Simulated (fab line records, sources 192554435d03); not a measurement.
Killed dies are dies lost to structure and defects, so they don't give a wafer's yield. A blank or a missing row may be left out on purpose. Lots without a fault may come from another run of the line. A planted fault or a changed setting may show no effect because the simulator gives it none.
Split-lot experiment | flow n5_finfet | 7 lots, 21 wafers read, on a route of 1938 steps

THE SPLIT
At N5_FIN_SAQP_COAT_49 (time 60 s, resist thk 100 nm), the setting spin_rpm was moved away from the recipe's 1500 rpm on 7 of the 21 wafers read, by -8.7% to +8.9%. The other wafers ran this setting at the recipe's value.

FROM THE SPLIT TO THE READING: what the file shows between them, 8 steps
- N5_FIN_SAQP_COAT_50: time 60 s, resist thk 35 nm
- N5_FIN_SAQP_COAT_10: resist thk 90 nm
- N5_FIN_SAQP_DESCUM_21: chemistry O2, time 7.9 s
- N5_FIN_SAQP_ETCH_51: etches SiARC in CF4, target depth 45.5 nm, time 75.8 s
- N5_FIN_SAQP_ETCH_52: etches SOC in N2/H2, target depth 100 nm, overetch 20 nm, time 150 s
- N5_FIN_SAQP_STRIP_53: strips in N2/H2
- N5_FIN_SAQP_HM_OPEN_73: chemistry CHF3/O2, target SiO2, stops on a-Si, target depth 12 nm, time 16.8 s
- N5_FIN_SAQP_STRIP_74: strips in CHF3/O2

THE READING
SOC_of_FIN_SAQP_COAT_49.thk_nm (the simulator's own value, which no gauge read), in nm, at N5_FIN_SAQP_MANDREL_ETCH_22 (etches a-Si in HBr/Cl2, stops on SiNx, target depth 60 nm, bt time 10 s, time 30 s). The file gives no usual value for it. The 14 wafers here that ran the recipe average 76.44 nm, standard deviation 0.33 nm.

wafer  | tool, chamber at the split | spin_rpm as run, rpm | against the recipe | SOC_of_FIN_SAQP_COAT_49.thk_nm, nm | against lot-mates on the recipe
L076.1 | litho_track-04, 0          | 1500                 | recipe             | 76.31                              | -
L076.4 | litho_track-04, 0          | 1500                 | recipe             | 76.22                              | -
L076.6 | litho_track-04, 0          | 1500                 | recipe             | 76.14                              | -
L077.4 | litho_track-04, 0          | 1549                 | +3.3%              | 75.05                              | -1.61
L077.5 | litho_track-04, 0          | 1549                 | +3.3%              | 74.86                              | -1.80
L077.6 | litho_track-04, 0          | 1500                 | recipe             | 76.66                              | -
L078.1 | litho_track-01, 0          | 1500                 | recipe             | 76.38                              | -
L078.3 | litho_track-01, 0          | 1411                 | -5.9%              | 79.47                              | +3.09
L078.5 | litho_track-01, 0          | 1411                 | -5.9%              | 79.39                              | +3.01
L083.2 | litho_track-04, 0          | 1500                 | recipe             | 76.55                              | -
L083.4 | litho_track-04, 0          | 1500                 | recipe             | 76.65                              | -
L083.6 | litho_track-04, 0          | 1500                 | recipe             | 76.83                              | -
L089.2 | litho_track-05, 0          | 1500                 | recipe             | 75.83                              | -
L089.4 | litho_track-05, 0          | 1500                 | recipe             | 75.82                              | -
L089.6 | litho_track-05, 0          | 1369                 | -8.7%              | 80.38                              | +4.56
L090.1 | litho_track-04, 0          | 1500                 | recipe             | 76.5                               | -
L090.3 | litho_track-04, 0          | 1500                 | recipe             | 76.68                              | -
L090.5 | litho_track-04, 0          | 1500                 | recipe             | 76.74                              | -
L096.2 | litho_track-05, 0          | 1634                 | +8.9%              | 72.47                              | -4.41
L096.5 | litho_track-05, 0          | 1634                 | +8.9%              | 72.65                              | -4.23
L096.6 | litho_track-05, 0          | 1500                 | recipe             | 76.88                              | -

THE FIT
A straight line over all 21 wafers: SOC_of_FIN_SAQP_COAT_49.thk_nm changes by -0.455 nm for each +1% of spin_rpm; r = -0.99; the points scatter about the line by 0.3 nm.
The same after taking each lot's own level away (the mean of its wafers on the recipe; 21 wafers): -0.502 nm for each +1%; r = -1.00; scatter 0.11 nm.
On that fit, the largest move of spin_rpm shifts the reading by 4.5 nm.
The lots' own levels span 75.825 to 76.880 nm, that is 3.2 times the standard deviation above.
So the lot-to-lot level changes the slope little: the two slopes agree.
Check: with one of the wafers moved furthest among these (+8.9%) left out of the fit, the line predicts -4.48 nm for it against its lot-mates. It came out at -4.41 nm against them.

OTHER SPLITS ON THESE WAFERS
These wafers also went through other splits before the reading. Each is held against what the fit with the lots' levels taken away leaves over:
other split on the same wafers        | wafers away from the commonest value | r with SOC_of_FIN_SAQP_COAT_49.thk_nm (lot level and that fit taken away)
N5_WELL_APT_PEB_23 peb_time_s         | 12                                   | -0.20
N5_WELL_APT_DEVELOP_24 develop_time_s | 11                                   | +0.21
N5_FIN_SAQP_HM_DEP_03 time_s          | 13                                   | +0.04

THE WHOLE CHAIN: every reading that the file lists as answering this split, in the file's order
step                        | what it does                                                                       | reading                                                                         | change (the file's fit)               | r (the file's)
N5_FIN_SAQP_COAT_49         | time 60 s, resist thk 100 nm                                                       | SOC_of_FIN_SAQP_COAT_49.thk_nm (the simulator's own value, which no gauge read) | -0.501 nm for each +1% of the setting | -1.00
N5_FIN_SAQP_ETCH_52         | etches SOC in N2/H2, target depth 100 nm, overetch 20 nm, time 150 s               | etch.depth_nm (the simulator's own value, which no gauge read)                  | -0.501 nm for each +1% of the setting | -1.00
N5_FIN_SAQP_MANDREL_ETCH_22 | etches a-Si in HBr/Cl2, stops on SiNx, target depth 60 nm, bt time 10 s, time 30 s | SOC_of_FIN_SAQP_COAT_49.thk_nm (the simulator's own value, which no gauge read) | -0.505 nm for each +1% of the setting | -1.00

THE FILE'S OWN FIT
SOC_of_FIN_SAQP_COAT_49.thk_nm changes by -0.505 nm for each +1% of spin_rpm, r = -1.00.
